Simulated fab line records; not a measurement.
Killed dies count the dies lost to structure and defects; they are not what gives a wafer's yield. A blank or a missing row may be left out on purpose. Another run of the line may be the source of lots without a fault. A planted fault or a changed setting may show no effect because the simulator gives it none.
Matching of chambers -- flow nand-harc -- NHARC_A_STAIRCASE_DESCUM_312 on rie-diel-07 has 4 sister chambers
The step chemistry O2, time 3 s. 20 wafers are shown with their chamber, then 10 later ones without.

== WAFERS PAIRED WITH THEIR CHAMBERS ==
wafer,chamber,drypump-motor-current-A (A),showerhead-plenum-p-Torr (Torr),throttle-valve-pct (%)
L075.2,1,6.3,1.92,11.306
L075.3,3,6.1,1.88,11.307
L075.5,0,5.1,1.88,11.314
L076.3,3,6.0,1.88,11.318
L076.5,2,5.7,1.79,11.311
L076.6,1,6.3,1.92,11.324
L078.3,1,6.3,1.92,11.302
L078.4,2,5.8,1.79,11.293
L078.5,1,6.3,1.92,11.316
L082.1,3,6.1,1.87,11.301
L082.3,0,5.1,1.87,11.324
L082.6,0,5.1,1.87,11.305
L082.2,2,5.7,1.78,11.305
L082.4,3,6.0,1.88,11.307
L082.5,2,5.7,1.78,11.310
L087.3,0,5.1,1.86,11.314
L087.4,1,6.3,1.91,11.307
L087.6,3,6.0,1.87,11.308
L090.4,1,6.3,1.91,11.310
L090.5,0,5.1,1.86,11.311

SIGNATURES (means of the wafers above)
reading,chamber 0,chamber 1,chamber 2,chamber 3,scatter within a chamber
drypump-motor-current-A,5.100,6.300,5.725,6.040,0.0349
showerhead-plenum-p-Torr,1.8680,1.9167,1.7850,1.8760,0.00629
throttle-valve-pct,11.31360,11.31083,11.30475,11.30820,0.00734
Rule: for a wafer and a chamber, the distance is found by dividing, reading by reading, the gap between the wafer's reading and the chamber's mean by the reading's scatter, squaring, summing and taking the root. If the next closest chamber is less than 2 further off than the closest, the wafer can't be placed; otherwise it belongs to the closest. The scatter: take each reading less its chamber's mean, square it, sum over the shown wafers, divide by the number of wafers less the number of chambers, and take the root.

== WAFERS MISSING THEIR CHAMBER ==
wafer,drypump-motor-current-A (A),showerhead-plenum-p-Torr (Torr),throttle-valve-pct (%)
L090.6,6.0,1.87,11.307
L091.3,5.8,1.77,11.319
L091.4,5.1,1.86,11.333
L091.5,6.3,1.91,11.315
L092.3,5.7,1.77,11.313
L092.4,5.8,1.77,11.312
L092.5,5.1,1.86,11.307
L094.1,5.7,1.77,11.316
L094.3,6.0,1.86,11.314
L094.6,6.0,1.86,11.318

== WHICH CHAMBER EACH WENT THROUGH ==
wafer,from the rows above,in truth
L090.6,3,3
L091.3,2,2
L091.4,0,0
L091.5,1,1
L092.3,2,2
L092.4,2,2
L092.5,0,0
L094.1,2,2
L094.3,3,3
L094.6,3,3
Correctly placed: 10 of 10. Left unplaced by these rows: 0. Number placed wrongly: 0.
